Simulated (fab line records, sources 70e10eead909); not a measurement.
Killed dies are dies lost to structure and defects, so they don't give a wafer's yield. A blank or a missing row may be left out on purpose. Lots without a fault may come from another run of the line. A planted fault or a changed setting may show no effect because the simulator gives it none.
Chamber matching | flow nand_harc | NHARC_A_M0_DEP_32 on pecvd-01: 3 sister chambers
The step deposits SiCN, target thk 30 nm. 6 wafers are shown with their chamber, then 12 later ones without.

WAFERS WITH THEIR CHAMBER
wafer  | chamber | heater_power_w (W)
L087.1 | 1       | 644
L090.1 | 0       | 695
L090.6 | 2       | 397
L092.2 | 0       | 758
L092.3 | 1       | 669
L092.6 | 2       | 456

WAFERS WITHOUT THEIR CHAMBER
wafer  | heater_power_w (W)
L095.2 | 732
L095.5 | 404
L095.6 | 722
L094.4 | 793
L094.5 | 683
L094.6 | 419
L097.3 | 435
L097.4 | 424
L097.6 | 714
L096.3 | 686
L096.4 | 423
L096.5 | 616

WHICH CHAMBER EACH WENT THROUGH
wafer  | from the rows above     | in truth
L095.2 | can't be placed: 0 or 1 | 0
L095.5 | 2                       | 2
L095.6 | can't be placed: 0 or 1 | 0
L094.4 | can't be placed: 0 or 1 | 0
L094.5 | can't be placed: 1 or 0 | 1
L094.6 | 2                       | 2
L097.3 | 2                       | 2
L097.4 | 2                       | 2
L097.6 | can't be placed: 0 or 1 | 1
L096.3 | can't be placed: 1 or 0 | 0
L096.4 | 2                       | 2
L096.5 | can't be placed: 1 or 0 | 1
Placed correctly: 5 of 12. Can't be placed from these rows: 7 (the true chamber is among the candidates in 7). Placed wrongly: 0.
How it was worked out, from the rows above alone: a wafer's distance from a chamber is the root of the sum, over the readings, of the square of ((its reading less the chamber's mean) divided by the reading's scatter). The wafer belongs to the nearest chamber; if the next one is less than 2 further off, it can't be placed. A chamber's mean is the mean of its shown wafers. The scatter: the root of (the sum of the squares of (reading less its chamber's mean) over the shown wafers, divided by (wafers less chambers)).
